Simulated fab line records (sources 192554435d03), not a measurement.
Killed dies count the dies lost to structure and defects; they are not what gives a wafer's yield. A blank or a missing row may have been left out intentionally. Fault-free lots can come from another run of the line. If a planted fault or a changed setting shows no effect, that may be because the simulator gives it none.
Chamber matching | flow n5 finfet | 4 sister chambers for N5_HKMG_FIN_DESCUM_17 on rie diel-04
The step chemistry O2, time 7.9 s. 4 wafers are shown with their chamber, then 7 later ones without.

## WAFERS WITH THEIR CHAMBER
wafer  | chamber | drypump motor current A (A)
L079.4 | 3       | 5.19
L087.2 | 1       | 5.91
L091.2 | 2       | 5.39
L091.4 | 0       | 5.54

## WAFERS MISSING THEIR CHAMBER
wafer  | drypump motor current A (A)
L091.5 | 5.54
L094.2 | 5.52
L094.3 | 5.92
L094.4 | 5.37
L095.3 | 5.20
L095.4 | 5.39
L095.5 | 5.19

## EACH ONE'S CHAMBER
wafer  | from the rows above | in truth
L091.5 | 0                   | 0
L094.2 | 0                   | 0
L094.3 | 1                   | 1
L094.4 | 2                   | 2
L095.3 | 3                   | 3
L095.4 | 2                   | 2
L095.5 | 3                   | 3
Correct placement for 7 of the 7. Number that these rows cannot place: 0. Number placed wrongly: 0.
How it was worked out, from the rows above alone: a wafer's distance from a chamber is the root of the sum, over the readings, of the square of ((its reading less the chamber's mean) divided by the reading's scatter). The wafer belongs to the nearest chamber; if the next one is less than 2 further off, it can't be placed. The mean given for a chamber averages the wafers shown for that chamber. The scatter: root of mean squared gap, hidden wafer to nearest shown wafer, with one shown wafer a chamber.
